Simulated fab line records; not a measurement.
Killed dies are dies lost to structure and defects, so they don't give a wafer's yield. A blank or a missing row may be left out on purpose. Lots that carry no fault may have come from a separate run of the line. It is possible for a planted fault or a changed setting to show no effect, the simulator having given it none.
fab line records + flow nand_harc
record
- lots=5
- wafers=15
- last_day=34
route steps=1302 shown P_ZERO_WELL@44 END@1302
lots that met no fault: taken from a fault-free run of the same line
start_h: start of the lot's first displayed wafer, in hours after the record's first day + wait_h: hours since the lot's step before + " repeats the value in the row above + L1.1+2: one row covering several wafers at once + - value missing, or start not given + * or withheld: withheld + < > ~ a bound
route shown NAME@n: NAME is a module with steps in the file, n the number in the route of the first one + usual: the fault-free wafers' mean and standard deviation + same: alike in all rows + chamber/n: place in a boat + sites: each site's reading + _std_site: the standard deviation of these + _edge_site: the outer-site mean with the inner-site mean subtracted + radius_mm: how far each site lies from the wafer's centre + mask NAME#n: copy n + behind: the last tool/chamber to shape the wafer + hold: cause of the lot's hold/its duration in hours/its outcome + device: transistor that didn't switch, given as n, p or np + end of line: the tests these same wafers got at the end of their route + a step without rows: its recipe alone + killed: not the wafer's yield, but the dies lost to structure and defects at the first sort + map: per-die view of a wafer (x killed, . not killed, _ where there is no die)
set.NAME: the setting as run; set.NAME@STEP: as run at that earlier step + model.NAME: the simulator's own value behind a step, which no gauge read
lots seen at some steps along the route; tables by step, rows by wafer
services: a tool's chamber out of use, with start hour (start_h, from the record's first day; less than 0 if before it), hours out, and reason
## steps
# step NHARC_P_ZERO_WELL_CD_MEAS_37
# recipe
- target_cd_nm=720
- landing_energy_ev=500
# usual
- cd_nm=718.5/1.8
# same
- landing_energy_ev=500
| lot.wafer | tool      | chamber | start_h | wait_h | cd_nm |
|-----------|-----------|---------|---------|--------|-------|
| L380.3    | cd_sem-02 | 0       | 44.00   | -      | 716.5 |
| L380.5    | "         | 0       | "       | "      | 718.9 |
| L380.6    | "         | 0       | "       | "      | 719.4 |
| L384.1    | cd_sem-02 | 0       | 84.35   | -      | 716.7 |
| L384.2    | "         | 0       | "       | "      | 716.7 |
| L384.5    | "         | 0       | "       | "      | 718.0 |
| L393.1    | cd_sem-02 | 0       | 174.48  | -      | 717.5 |
| L393.4    | "         | 0       | "       | "      | 717.4 |
| L393.5    | "         | 0       | "       | "      | 715.6 |
| L394.3    | cd_sem-02 | 0       | 184.62  | -      | 718.5 |
| L394.4    | "         | 0       | "       | "      | 720.7 |
| L394.5    | "         | 0       | "       | "      | 721.1 |
| L401.1    | cd_sem-03 | 0       | 254.12  | -      | 717.6 |
| L401.3    | "         | 0       | "       | "      | 716.3 |
| L401.4    | "         | 0       | "       | "      | 717.1 |
# step NHARC_P_ZERO_WELL_HARDBAKE_38
# recipe
- temp_c=125
- time_s=80
# step NHARC_P_ZERO_WELL_DESCUM_39
# recipe
- time_s=3
- o2_flow_sccm=200
- ar_flow_sccm=0
- bias_power_w=0
- chemistry=O2
# usual
- drypump_motor_current_A=5.6/0.49
- o2_flow_sccm=200.1/0.63
- oes_product_au=0.999/0.01
- rf_vpp_V=57.7/0.94
- showerhead_plenum_p_Torr=1.90/0.099
- throttle_valve_pct=11.311/0.0089
| lot.wafer | tool        | chamber | start_h | wait_h | drypump_motor_current_A | o2_flow_sccm | oes_product_au | rf_hours_counter_h | rf_vpp_V | showerhead_plenum_p_Torr | throttle_valve_pct |
|-----------|-------------|---------|---------|--------|-------------------------|--------------|----------------|--------------------|----------|--------------------------|--------------------|
| L380.3    | rie_diel-04 | 2       | 44.20   | -      | 5.3                     | 199.5        | 1.010          | 14                 | 56.2     | 1.81                     | 11.308             |
| L380.5    | "           | 3       | "       | "      | 5.2                     | 199.2        | 1.005          | -                  | 57.4     | 1.84                     | 11.301             |
| L380.6    | "           | 0       | "       | "      | 6.3                     | 200.6        | 0.999          | -                  | 57.3     | 1.97                     | 11.316             |
| L384.1    | rie_diel-13 | 3       | 84.53   | -      | 6.4                     | 200.1        | 1.017          | 29                 | 57.5     | 1.81                     | 11.303             |
| L384.2    | "           | 1       | "       | "      | 5.1                     | 199.8        | 0.998          | 24                 | 56.7     | 1.78                     | 11.321             |
| L384.5    | "           | 2       | "       | "      | 5.6                     | 200.8        | 1.007          | -                  | 58.6     | 2.01                     | 11.310             |
| L393.4    | rie_diel-04 | 2       | 174.66  | -      | 5.3                     | 199.4        | 0.987          | 61                 | 57.1     | 1.79                     | 11.296             |
| L393.1    | "           | 0       | "       | "      | 6.3                     | 200.6        | 0.986          | 62                 | 57.5     | 1.96                     | 11.312             |
| L393.5    | "           | 1       | "       | "      | 5.0                     | 199.2        | 1.011          | -                  | 59.5     | 2.00                     | 11.331             |
| L394.3    | rie_diel-13 | 0       | 184.79  | -      | 6.1                     | 199.7        | 1.001          | 2                  | 58.0     | 1.93                     | 11.303             |
| L394.4    | "           | 1       | "       | "      | 5.1                     | 199.5        | 0.995          | 2                  | 59.2     | 2.08                     | 11.321             |
| L394.5    | "           | 0       | "       | "      | 6.1                     | 201.0        | 1.004          | -                  | 58.0     | 1.93                     | 11.327             |
| L401.3    | rie_diel-13 | 0       | 254.28  | -      | 6.1                     | 200.7        | 1.004          | 21                 | 56.5     | 1.92                     | 11.329             |
| L401.4    | "           | 1       | "       | "      | 5.1                     | 199.6        | 1.012          | 24                 | 59.0     | 2.07                     | 11.321             |
| L401.1    | "           | 2       | "       | "      | 5.6                     | 199.8        | 1.016          | 26                 | 58.0     | 1.99                     | 11.315             |
# step NHARC_P_ZERO_WELL_IMPLANT_40
# recipe
- energy_kev=300
- dose_cm2=1e+13
- tilt_deg=7
# step NHARC_P_ZERO_WELL_IMPLANT_59
# recipe
- energy_kev=120
- dose_cm2=5e+12
- tilt_deg=7
# step NHARC_P_ZERO_WELL_IMPLANT_60
# recipe
- energy_kev=30
- dose_cm2=2e+12
- tilt_deg=7
# step NHARC_P_ZERO_WELL_STRIP_41
# recipe
- time_s=840
- temp_c=130
- chemistry=SPM
# step NHARC_P_ZERO_WELL_DEHYDRATE_44
# recipe
- temp_c=150
- time_s=120
# step NHARC_P_ZERO_WELL_HMDS_45
# recipe
- time_s=30
# step NHARC_P_ZERO_WELL_COAT_46
# recipe
- spin_rpm=withheld
# step NHARC_P_ZERO_WELL_SOFTBAKE_47
# recipe
- temp_c=122
- time_s=95
# step NHARC_P_ZERO_WELL_EBR_48
# step NHARC_P_ZERO_WELL_EXPOSE_49
# recipe
- na=0.6
- target_cd_nm=2000
- dose_mj=22.64
- mask_id=P_HVPW
| lot.wafer  | tool           | chamber | start_h | wait_h | mask        |
|------------|----------------|---------|---------|--------|-------------|
| L380.3+5+6 | krf_scanner-01 | 0       | 45.50   | -      | P_HVPW#0    |
| L384.1+2+5 | krf_scanner-03 | 0       | 85.75   | -      | P_HVPW#0    |
| L393.1+4+5 | krf_scanner-03 | 0       | 175.97  | -      | P_HVPW_R1#0 |
| L394.3+4+5 | krf_scanner-03 | 0       | 185.98  | -      | P_HVPW#0    |
| L401.1+3+4 | krf_scanner-03 | 0       | 255.60  | -      | P_HVPW#0    |
# step NHARC_P_ZERO_WELL_PEB_50
# recipe
- peb_temp_c=118
- peb_time_s=85
# step NHARC_P_ZERO_WELL_DEVELOP_51
# recipe
- time_s=70
# step NHARC_P_ZERO_WELL_CD_MEAS_52
# recipe
- target_cd_nm=2000
- landing_energy_ev=500
# usual
- cd_nm=1999.0/1.6
# same
- landing_energy_ev=500
| lot.wafer | tool      | chamber | start_h | wait_h | cd_nm  |
|-----------|-----------|---------|---------|--------|--------|
| L380.3    | cd_sem-02 | 0       | 45.65   | -      | 2000.5 |
| L380.5    | "         | 0       | "       | "      | 2000.0 |
| L380.6    | "         | 0       | "       | "      | 2000.2 |
| L384.1    | cd_sem-02 | 0       | 85.91   | -      | 2001.5 |
| L384.2    | "         | 0       | "       | "      | 2001.5 |
| L384.5    | "         | 0       | "       | "      | 2000.4 |
| L393.1    | cd_sem-03 | 0       | 176.13  | -      | 1971.2 |
| L393.4    | "         | 0       | "       | "      | 1969.4 |
| L393.5    | "         | 0       | "       | "      | 1970.4 |
| L394.3    | cd_sem-02 | 0       | 186.13  | -      | 2000.5 |
| L394.4    | "         | 0       | "       | "      | 1999.3 |
| L394.5    | "         | 0       | "       | "      | 2001.5 |
| L401.1    | cd_sem-02 | 0       | 255.76  | -      | 1998.0 |
| L401.3    | "         | 0       | "       | "      | 1998.3 |
| L401.4    | "         | 0       | "       | "      | 1996.6 |
# step NHARC_P_ZERO_WELL_HARDBAKE_53
# recipe
- temp_c=125
- time_s=80
# step NHARC_P_ZERO_WELL_DESCUM_54
# recipe
- time_s=3
- o2_flow_sccm=200
- ar_flow_sccm=0
- bias_power_w=0
- chemistry=O2
# usual
- drypump_motor_current_A=5.6/0.47
- o2_flow_sccm=200.1/0.65
- oes_product_au=1.000/0.011
- rf_vpp_V=57.7/0.94
- showerhead_plenum_p_Torr=1.89/0.1
- throttle_valve_pct=11.312/0.0092
| lot.wafer | tool        | chamber | start_h | wait_h | drypump_motor_current_A | o2_flow_sccm | oes_product_au | rf_hours_counter_h | rf_vpp_V | showerhead_plenum_p_Torr | throttle_valve_pct | model.P_ZERO_WELL.cd_nm |
|-----------|-------------|---------|---------|--------|-------------------------|--------------|----------------|--------------------|----------|--------------------------|--------------------|-------------------------|
| L380.3    | rie_diel-04 | 3       | 45.83   | -      | 5.2                     | 200.4        | 1.006          | 14                 | 57.0     | 1.84                     | 11.311             | 2000                    |
| L380.5    | "           | 1       | "       | "      | 4.9                     | 200.3        | 1.000          | -                  | 59.5     | 2.02                     | 11.310             | 2000                    |
| L380.6    | "           | 2       | "       | "      | 5.3                     | 199.2        | 0.993          | -                  | 58.7     | 1.81                     | 11.310             | 2000                    |
| L384.2    | rie_diel-13 | 1       | 86.07   | -      | 5.1                     | 200.4        | 1.000          | 24                 | 58.2     | 1.78                     | 11.319             | 2002                    |
| L384.1    | "           | 3       | "       | "      | 6.4                     | 200.7        | 1.012          | 29                 | 57.2     | 1.81                     | 11.322             | 2001                    |
| L384.5    | "           | 2       | "       | "      | 5.6                     | 200.8        | 1.011          | -                  | 57.5     | 2.01                     | 11.327             | 2001                    |
| L393.4    | rie_diel-04 | 1       | 176.29  | -      | 5.0                     | 200.4        | 1.013          | 54                 | 57.4     | 2.00                     | 11.312             | 1969                    |
| L393.1    | "           | 3       | "       | "      | 5.2                     | 199.3        | 0.994          | 64                 | 56.9     | 1.82                     | 11.312             | 1971                    |
| L393.5    | "           | 2       | "       | "      | 5.3                     | 199.3        | 0.993          | -                  | 57.2     | 1.79                     | 11.315             | 1970                    |
| L394.4    | rie_diel-13 | 1       | 186.32  | -      | 5.2                     | 199.6        | 1.011          | 3                  | 57.5     | 2.08                     | 11.313             | 2000                    |
| L394.3    | "           | 3       | "       | "      | 6.4                     | 200.5        | 1.010          | 3                  | 56.9     | 1.80                     | 11.321             | 2000                    |
| L394.5    | "           | 0       | "       | "      | 6.1                     | 199.7        | 1.015          | -                  | 58.3     | 1.93                     | 11.292             | 2001                    |
| L401.4    | rie_diel-04 | 2       | 255.93  | -      | 5.3                     | 200.1        | 0.995          | 20                 | 57.0     | 1.79                     | 11.306             | 1996                    |
| L401.1    | "           | 3       | "       | "      | 5.2                     | 199.5        | 0.998          | 20                 | 57.6     | 1.82                     | 11.328             | 1998                    |
| L401.3    | "           | 0       | "       | "      | 6.3                     | 199.2        | 0.987          | 21                 | 56.5     | 1.95                     | 11.312             | 1998                    |
# step NHARC_P_ZERO_WELL_IMPLANT_55
# recipe
- energy_kev=180
- dose_cm2=8e+11
- tilt_deg=7
# step NHARC_END_SORT_01
# recipe
- temp_c=25
# usual
- killed_at_array=52/17
- killed_at_other=0.9/1.2
- killed_at_periphery=3.9/2.7
- killed_dies=57/16
- killed_open=3.3/1.9
- killed_short=2.5/1.5
# same
- gross_dies=677
| lot.wafer | tool      | chamber | start_h | wait_h | killed_at_array | killed_at_other | killed_at_periphery | killed_dies | killed_open | killed_short |
|-----------|-----------|---------|---------|--------|-----------------|-----------------|---------------------|-------------|-------------|--------------|
| L394.3    | prober-01 | 0       | 722.30  | 3.1    | 34              | 2               | 8                   | 44          | 4           | 3            |
| L394.5    | prober-01 | 0       | 723.90  | 3.7    | 48              | 2               | 4                   | 54          | 3           | 2            |
# killed by level:class
L394.3 A_STAIRCASE:chamber_film_flake=8 A_SLIT:chamber_film_flake=7 A_CHANNEL_HOLE_D2:chamber_film_flake=6 A_CONTACT:chamber_film_flake=3 A_ONON_D1:geometric_particle:open=2 P_ZERO_WELL:chamber_film_flake=2 P_M2:chamber_film_flake=2 A_BONDPAD:chamber_film_flake=2
L394.5 A_CHANNEL_HOLE_D2:chamber_film_flake=17 A_STAIRCASE:chamber_film_flake=7 A_CHANNEL_HOLE_D1:chamber_film_flake=6 A_SLIT:chamber_film_flake=5 P_GATE:chamber_film_flake=2 P_M2:chamber_film_flake=2 A_DECK1_JOINT:chamber_film_flake=2 A_WL_FILL:chamber_film_flake=2
## services
| tool           | chamber | start_h | hours | kind   |
|----------------|---------|---------|-------|--------|
| rie_diel-13    | 2       | 22.16   | 1.9   | repair |
| rie_diel-13    | 0       | 23.40   | -     | clean  |
| rie_diel-13    | 1       | 23.40   | -     | clean  |
| rie_diel-13    | 3       | 23.40   | -     | clean  |
| rie_diel-13    | 1       | 34.88   | 11.3  | repair |
| rie_diel-04    | 0       | 36.97   | -     | clean  |
| rie_diel-04    | 1       | 36.97   | -     | clean  |
| rie_diel-04    | 2       | 36.97   | -     | clean  |
| rie_diel-04    | 3       | 36.97   | -     | clean  |
| rie_diel-13    | 2       | 51.26   | 6.4   | repair |
| krf_scanner-03 | -       | 52.00   | 4.0   | pm     |
| rie_diel-13    | 2       | 59.85   | 6.7   | repair |
| rie_diel-13    | -       | 69.20   | 0.4   | repair |
| rie_diel-13    | 0       | 77.13   | 12.7  | repair |
| krf_scanner-03 | -       | 127.10  | 2.2   | repair |
| krf_scanner-01 | -       | 140.00  | 4.0   | pm     |
| rie_diel-04    | 1       | 149.06  | 4.5   | repair |
| krf_scanner-03 | -       | 149.29  | 0.6   | repair |
| rie_diel-13    | -       | 166.90  | 9.0   | pm     |
| rie_diel-04    | 1       | 167.24  | 5.7   | repair |
| rie_diel-04    | -       | 177.96  | 9.0   | pm     |
| rie_diel-13    | 1       | 205.60  | 3.9   | repair |
| krf_scanner-03 | -       | 224.00  | 4.0   | pm     |
| rie_diel-04    | -       | 235.67  | 0.9   | repair |
## key
first_sign
- step=NHARC_P_ZERO_WELL_EXPOSE_49
- reading=mask
- direction=changed
effect
- step=NHARC_P_ZERO_WELL_CD_MEAS_52
- reading=cd_nm
- direction=down
- sigmas=18
- usual=1999.0
- struck=1970.3
model_effect
- step=NHARC_P_ZERO_WELL_DESCUM_54
- value=P_ZERO_WELL.cd_nm
- without=1995
- struck=1970
met_at NHARC_P_ZERO_WELL_EXPOSE_49
struck_wafers L393.1,L393.4,L393.5
tester_left_out L393
onset_between 85.75 175.97
fault
- kind=wrong_mask
- tool=any
- chamber=-
- onset_h=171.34
- steps=NHARC_P_ZERO_WELL_EXPOSE_49
- aux_copy=P_HVPW_R1#0
- cd_offset_nm=-25.496
- scope=struck_lots_only
# tester_left_out: of these lots the tester's yield and bins aren't shown, on N5 and GAA mostly nor the transistor test; their killed dies are dies lost to structure and defects alone, not to doping, threshold or leakage, so they don't give the yield
